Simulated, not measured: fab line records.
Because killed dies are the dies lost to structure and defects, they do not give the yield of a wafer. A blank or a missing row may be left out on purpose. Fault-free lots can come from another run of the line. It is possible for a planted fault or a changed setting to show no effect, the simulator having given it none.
Which tool is to blame? / flow n5_finfet / at 1 step of a route of 1938, 21 lots with 63 wafers sampled

== WHAT THE GAUGES READ, wafer by wafer ==
N5_SD_EPI_P_CD_MEAS_09 targets a cd of 240 nm.
lot=L075; measured=day 3 12:20; on=cd_sem-01; cd_nm (nm)=241.3 240.0 241.2
lot=L076; measured=day 3 16:20; on=cd_sem-02; cd_nm (nm)=240.1 240.3 239.8
lot=L078; measured=day 4 10:02; on=cd_sem-01; cd_nm (nm)=238.8 239.5 239.7
lot=L079; measured=day 4 12:34; on=cd_sem-02; cd_nm (nm)=238.2 239.1 239.2
lot=L080; measured=day 4 15:46; on=cd_sem-01; cd_nm (nm)=240.6 240.8 240.5
lot=L081; measured=day 4 22:38; on=cd_sem-03; cd_nm (nm)=240.4 240.1 240.9
lot=L082; measured=day 5 05:49; on=cd_sem-02; cd_nm (nm)=239.3 239.3 239.8
lot=L083; measured=day 5 10:17; on=cd_sem-03; cd_nm (nm)=240.6 239.4 239.8
lot=L084; measured=day 5 18:51; on=cd_sem-03; cd_nm (nm)=239.6 240.7 240.4
lot=L086; measured=day 6 06:56; on=cd_sem-02; cd_nm (nm)=240.1 240.3 240.5
lot=L087; measured=day 6 11:52; on=cd_sem-03; cd_nm (nm)=241.0 240.2 240.8
lot=L088; measured=day 6 20:10; on=cd_sem-01; cd_nm (nm)=240.3 240.3 238.6
lot=L089; measured=day 6 22:37; on=cd_sem-02; cd_nm (nm)=239.4 239.9 240.5
lot=L090; measured=day 7 05:40; on=cd_sem-01; cd_nm (nm)=239.5 240.0 240.2
lot=L091; measured=day 7 10:25; on=cd_sem-02; cd_nm (nm)=240.3 239.4 239.5
lot=L092; measured=day 7 18:58; on=cd_sem-01; cd_nm (nm)=239.3 238.6 239.1
lot=L093; measured=day 7 23:08; on=cd_sem-03; cd_nm (nm)=239.0 239.4 239.5
lot=L094; measured=day 8 07:14; on=cd_sem-02; cd_nm (nm)=240.1 239.8 239.7
lot=L095; measured=day 8 11:09; on=cd_sem-01; cd_nm (nm)=240.9 240.5 240.6
lot=L096; measured=day 8 19:53; on=cd_sem-03; cd_nm (nm)=240.5 239.7 240.2
lot=L097; measured=day 8 21:45; on=cd_sem-03; cd_nm (nm)=241.0 241.3 239.9

== TOOL THAT RAN EACH LOT (tool first, then ch and the chambers of the sampled wafers, then the start) ==
Record: no process step prior to these readings.

== AS READ BY THE TOOLS THEMSELVES (means over the sampled wafers that have a number; for cases with no such wafer, the mark the record gives instead) ==
The record holds no such reading with a usual standard deviation.

== THE ANSWER, worked out from the rows above alone ==
Rule: the lots themselves supply what counts as usual. The widest of any qualifying gaps counts: lots, ordered by their means at a reading, are off when they make up no more than a third of the lots, leave a main group of 4 or more, and stand apart from it by 3 or more times the standard deviation of that group's means. Not used: any main group whose means are identical at the precision the tables above print for the reading. Also off: a lot with no number at a reading for which 4 or more lots have one. Where the step has rows for the other lots, those lots are counted as sound. The gauges are gone through in route order, then the tools' own readings, and for those a lot's mean is taken as printed above. The first step at which some lot is off is used, and at that step the reading that is off furthest; a lot without a number counts as furthest.
No lot is off on any of the readings shown, so nothing can be concluded from this.

== WHAT THE SIMULATOR HAD PUT IN ==
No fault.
